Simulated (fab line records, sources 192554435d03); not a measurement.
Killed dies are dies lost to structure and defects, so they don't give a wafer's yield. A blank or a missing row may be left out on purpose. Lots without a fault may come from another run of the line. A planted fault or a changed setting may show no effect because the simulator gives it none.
Chamber matching | flow n5_finfet | N5_STI_FIN_REVEAL_CMP_04 on cmp-01: 4 sister chambers
The step polishes, stops on Si3N4, t overpolish 4 s, target thk 131.83 nm. 4 wafers are shown with their chamber, then 8 later ones without.

WAFERS WITH THEIR CHAMBER
wafer  | chamber | motor_current_A (A)
L082.5 | 3       | 10.9
L087.4 | 0       | 9.5
L087.5 | 2       | 6.6
L089.1 | 1       | 8.3

WAFERS WITHOUT THEIR CHAMBER
wafer  | motor_current_A (A)
L089.2 | 10.5
L089.4 | 9.0
L094.1 | 10.9
L094.2 | 8.5
L094.3 | 6.5
L095.1 | 8.0
L095.2 | 10.8
L095.3 | 6.5

WHICH CHAMBER EACH WENT THROUGH
wafer  | from the rows above     | in truth
L089.2 | 3                       | 3
L089.4 | can't be placed: 0 or 1 | 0
L094.1 | 3                       | 3
L094.2 | 1                       | 1
L094.3 | 2                       | 2
L095.1 | 1                       | 1
L095.2 | 3                       | 3
L095.3 | 2                       | 2
Placed correctly: 7 of 8. Can't be placed from these rows: 1 (the true chamber is among the candidates in 1). Placed wrongly: 0.
How it was worked out, from the rows above alone: a wafer's distance from a chamber is the root of the sum, over the readings, of the square of ((its reading less the chamber's mean) divided by the reading's scatter). The wafer belongs to the nearest chamber; if the next one is less than 2 further off, it can't be placed. A chamber's mean is the mean of its shown wafers. The scatter: with one shown wafer a chamber, the root of the mean of the squares of how far each hidden wafer lies from its nearest shown one.
